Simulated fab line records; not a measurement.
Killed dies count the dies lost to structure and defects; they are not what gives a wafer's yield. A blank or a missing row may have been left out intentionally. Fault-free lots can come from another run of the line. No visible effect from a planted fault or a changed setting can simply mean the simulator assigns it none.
The tool behind it: which one? + flow nand_harc + 13 lots, 38 wafers sampled, at 5 steps of a route of 1159

## WHAT THE GAUGES READ, wafer by wafer
NHARC_END_SORT_01. Usual: killed_at_array 29, standard deviation 11; killed_at_other 0.5, standard deviation 0.85; killed_at_periphery 3.0, standard deviation 2.3; killed_dies 33, standard deviation 12; killed_open 3.3, standard deviation 1.9; killed_short 2.0, standard deviation 1.5.
| lot  | measured     | on        | killed_at_array | killed_at_other | killed_at_periphery | killed_dies | killed_open | killed_short | flag |
|------|--------------|-----------|-----------------|-----------------|---------------------|-------------|-------------|--------------|------|
| L465 | day 25 08:05 | prober-02 | 11 14 9         | 0 0 0           | 1 2 2               | 12 16 11    | 3 3 3       | 4 2 0        |      |
| L468 | day 26 02:08 | prober-02 | 21 16 27        | 0 0 2           | 6 2 7               | 27 18 36    | 3 2 9       | 6 0 3        |      |
| L471 | day 25 15:51 | prober-02 | 25 19 10        | 0 0 0           | 1 1 1               | 26 20 11    | 4 1 4       | 5 0 1        |      |
| L477 | day 26 21:04 | prober-01 | 43              | 0               | 0                   | 43          | 3           | 1            |      |
| L482 | day 27 06:56 | prober-02 | 43 29 44        | 1 0 1           | 0 3 2               | 44 32 47    | 2 2 1       | 1 4 5        |      |

## WHAT TOOL EACH LOT RAN ON (gives the tool, then ch and the chambers of the sampled wafers, and finally the start)
| lot  | NHARC_A_CHANNEL_HOLE_D1_ETCH_23  | NHARC_A_CHANNEL_HOLE_D1_ETCH_25  | NHARC_A_CHANNEL_FILL_D1_ALD_03                 | NHARC_A_CHANNEL_FILL_D1_ALD_14   |
|------|----------------------------------|----------------------------------|------------------------------------------------|----------------------------------|
| L463 | har_etch-02 ch 0,1, day 11 00:11 | har_etch-02 ch 0,1, day 11 01:41 | ald_sin_batch-01 ch 0, day 11 14:10 or earlier | ald_hk-01 ch 0,1,3, day 11 14:10 |
| L467 | har_etch-02 ch 0,1, day 11 04:15 | har_etch-02 ch 0,1, day 11 05:42 | ald_sin_batch-01 ch 0, day 11 15:25 or earlier | ald_hk-01 ch 0,1,3, day 11 15:25 |
| L464 | har_etch-01 ch 0,1, day 11 07:59 | har_etch-01 ch 0,1, day 11 09:26 | ald_sin_batch-03 ch 0, day 11 21:29 or earlier | ald_hk-01 ch 1,2, day 11 21:29   |
| L465 | har_etch-02 ch 0,1, day 11 08:24 | har_etch-02 ch 0,1, day 11 09:52 | ald_sin_batch-03 ch 0, day 11 21:32 or earlier | ald_hk-04 ch 1,3, day 11 21:32   |
| L468 | har_etch-02 ch 0,1, day 11 14:34 | har_etch-02 ch 0,1, day 11 16:07 | ald_sin_batch-01 ch 0, day 12 02:09 or earlier | ald_hk-01 ch 0,1,2, day 12 02:09 |
| L471 | har_etch-02 ch 0,1, day 11 18:23 | har_etch-02 ch 0,1, day 11 19:50 | ald_sin_batch-03 ch 0, day 12 05:29 or earlier | ald_hk-01 ch 0,2,3, day 12 05:29 |
| L473 | har_etch-02 ch 1, day 11 22:33   | har_etch-02 ch 1, day 12 00:00   | ald_sin_batch-02 ch 0, day 12 09:57 or earlier | ald_hk-01 ch 0,1,3, day 12 09:57 |
| L477 | har_etch-02 ch 1, day 12 06:59   | har_etch-02 ch 1, day 12 08:28   | ald_sin_batch-01 ch 0, day 12 19:46 or earlier | ald_hk-01 ch 0,2, day 12 19:46   |
| L481 | har_etch-02 ch 0,1, day 12 11:01 | har_etch-02 ch 0,1, day 12 12:29 | ald_sin_batch-03 ch 0, day 13 02:25 or earlier | ald_hk-02 ch 0,1,2, day 13 02:25 |
| L480 | har_etch-02 ch 0,1, day 12 15:32 | har_etch-02 ch 0,1, day 12 17:05 | ald_sin_batch-01 ch 0, day 13 03:22 or earlier | ald_hk-02 ch 0,2,3, day 13 03:22 |
| L482 | har_etch-01 ch 0,1, day 12 22:19 | har_etch-01 ch 0,1, day 12 23:46 | ald_sin_batch-03 ch 0, day 13 13:01 or earlier | ald_hk-02 ch 0,1, day 13 13:01   |
| L485 | har_etch-02 ch 0, day 13 21:29   | har_etch-02 ch 0, day 13 22:56   | ald_sin_batch-01 ch 0, day 14 11:26 or earlier | ald_hk-04 ch 0,2,3, day 14 11:26 |
| L486 | har_etch-02 ch 0,1, day 14 01:40 | har_etch-02 ch 0,1, day 14 03:07 | ald_sin_batch-02 ch 0, day 14 14:44 or earlier | ald_hk-02 ch 0,1,3, day 14 14:44 |
- NHARC_A_CHANNEL_HOLE_D1_ETCH_23: etches the open film in C4F8/O2/Ar, time 819 s, target depth 1600 nm.
- NHARC_A_CHANNEL_HOLE_D1_ETCH_25: etches the open film in C4F8/O2/Ar, time 1040.2 s, target depth 1500 nm.
- NHARC_A_CHANNEL_FILL_D1_ALD_03: deposits SiNx, target thk 6 nm, pulse time 60 s, ald cycles 58.
- NHARC_A_CHANNEL_FILL_D1_ALD_14: deposits SiO2, target thk 2.5 nm, pulse time 10 s, ald cycles 25.

## WHAT THE TOOLS THEMSELVES READ (means of the sampled wafers that have a number; where no wafer has one, the mark that the record gives instead)
NHARC_A_CHANNEL_HOLE_D1_ETCH_23. Usual: drypump_motor_current_A 6.0 A, standard deviation 0.66; showerhead_plenum_p_Torr 3.73 Torr, standard deviation 0.068; throttle_valve_pct 32.154 %, standard deviation 0.009.
| lot  | tool        | drypump_motor_current_A (A) | showerhead_plenum_p_Torr (Torr) | throttle_valve_pct (%) | flag |
|------|-------------|-----------------------------|---------------------------------|------------------------|------|
| L463 | har_etch-02 | 5.4                         | 3.76                            | 32.154                 |      |
| L467 | har_etch-02 | 5.5                         | 3.76                            | 32.153                 |      |
| L464 | har_etch-01 | 6.7                         | 3.76                            | 32.153                 |      |
| L465 | har_etch-02 | 5.4                         | 3.74                            | 32.155                 |      |
| L468 | har_etch-02 | 5.4                         | 3.74                            | 32.158                 |      |
| L471 | har_etch-02 | 5.5                         | 3.75                            | 32.149                 |      |
| L473 | har_etch-02 | 5.6                         | 3.78                            | 32.147                 |      |
| L477 | har_etch-02 | 5.6                         | 3.78                            | 32.159                 |      |
| L481 | har_etch-02 | 5.5                         | 3.75                            | 32.152                 |      |
| L480 | har_etch-02 | 5.5                         | 3.74                            | 32.157                 |      |
| L482 | har_etch-01 | 6.7                         | 3.74                            | 32.153                 |      |
| L485 | har_etch-02 | 5.3                         | 3.69                            | 32.151                 |      |
| L486 | har_etch-02 | 5.4                         | 3.72                            | 32.141                 |      |

NHARC_A_CHANNEL_HOLE_D1_ETCH_25. Usual: drypump_motor_current_A 6.0 A, standard deviation 0.66; showerhead_plenum_p_Torr 3.73 Torr, standard deviation 0.068; throttle_valve_pct 32.235 %, standard deviation 0.0095.
| lot  | tool        | drypump_motor_current_A (A) | showerhead_plenum_p_Torr (Torr) | throttle_valve_pct (%) | flag |
|------|-------------|-----------------------------|---------------------------------|------------------------|------|
| L463 | har_etch-02 | 5.5                         | 3.76                            | 32.241                 |      |
| L467 | har_etch-02 | 5.5                         | 3.76                            | 32.237                 |      |
| L464 | har_etch-01 | 6.7                         | 3.76                            | 32.240                 |      |
| L465 | har_etch-02 | 5.4                         | 3.73                            | 32.231                 |      |
| L468 | har_etch-02 | 5.4                         | 3.73                            | 32.234                 |      |
| L471 | har_etch-02 | 5.5                         | 3.75                            | 32.232                 |      |
| L473 | har_etch-02 | 5.6                         | 3.78                            | 32.246                 |      |
| L477 | har_etch-02 | 5.6                         | 3.77                            | 32.230                 |      |
| L481 | har_etch-02 | 5.5                         | 3.74                            | 32.242                 |      |
| L480 | har_etch-02 | 5.5                         | 3.74                            | 32.223                 |      |
| L482 | har_etch-01 | 6.7                         | 3.74                            | 32.234                 |      |
| L485 | har_etch-02 | 5.3                         | 3.68                            | 32.234                 |      |
| L486 | har_etch-02 | 5.4                         | 3.71                            | 32.237                 |      |

NHARC_A_CHANNEL_FILL_D1_ALD_03. Usual: precursor_pulse_height_rel 0.998, standard deviation 0.021.
| lot  | tool             | precursor_pulse_height_rel | flag |
|------|------------------|----------------------------|------|
| L463 | ald_sin_batch-01 | 0.987                      |      |
| L467 | ald_sin_batch-01 | 0.982                      |      |
| L464 | ald_sin_batch-03 | 1.001                      |      |
| L465 | ald_sin_batch-03 | 0.992                      |      |
| L468 | ald_sin_batch-01 | 0.985                      |      |
| L471 | ald_sin_batch-03 | 1.015                      |      |
| L473 | ald_sin_batch-02 | 0.995                      |      |
| L477 | ald_sin_batch-01 | 0.983                      |      |
| L481 | ald_sin_batch-03 | 0.989                      |      |
| L480 | ald_sin_batch-01 | 0.989                      |      |
| L482 | ald_sin_batch-03 | 1.010                      |      |
| L485 | ald_sin_batch-01 | 1.018                      |      |
| L486 | ald_sin_batch-02 | 0.974                      |      |

NHARC_A_CHANNEL_FILL_D1_ALD_14. Usual: heater_power_w 446 W, standard deviation 35; precursor_pulse_height_rel 0.999, standard deviation 0.021.
| lot  | tool      | heater_power_w (W) | precursor_pulse_height_rel | flag |
|------|-----------|--------------------|----------------------------|------|
| L463 | ald_hk-01 | 436                | 0.989                      |      |
| L467 | ald_hk-01 | 441                | 1.002                      |      |
| L464 | ald_hk-01 | 456                | 1.002                      |      |
| L465 | ald_hk-04 | 477                | 0.971                      |      |
| L468 | ald_hk-01 | 460                | 0.983                      |      |
| L471 | ald_hk-01 | 443                | 0.983                      |      |
| L473 | ald_hk-01 | 445                | 1.000                      |      |
| L477 | ald_hk-01 | 460                | 1.001                      |      |
| L481 | ald_hk-02 | 437                | 1.021                      |      |
| L480 | ald_hk-02 | 451                | 0.992                      |      |
| L482 | ald_hk-02 | 475                | 1.019                      |      |
| L485 | ald_hk-04 | 433                | 1.015                      |      |
| L486 | ald_hk-02 | 466                | 1.007                      |      |

## THE ANSWER, worked out from the rows above alone
Rule: a lot is off if the mean of its wafers that have a number lies more than 3 standard deviations from the usual mean. Also off: a lot with no number at a reading for which 4 or more lots have one. The other lots that the step has rows for count as sound. Order of review: gauges by route order, followed by the tools' own readings, for which a lot's mean as printed above is used. At the first step where some lot is off, the reading lying furthest off is the one used; lots without a number count as furthest.
No lot is off on any of the readings shown, so nothing can be concluded from this.

## WHAT WAS PUT IN BY THE SIMULATOR
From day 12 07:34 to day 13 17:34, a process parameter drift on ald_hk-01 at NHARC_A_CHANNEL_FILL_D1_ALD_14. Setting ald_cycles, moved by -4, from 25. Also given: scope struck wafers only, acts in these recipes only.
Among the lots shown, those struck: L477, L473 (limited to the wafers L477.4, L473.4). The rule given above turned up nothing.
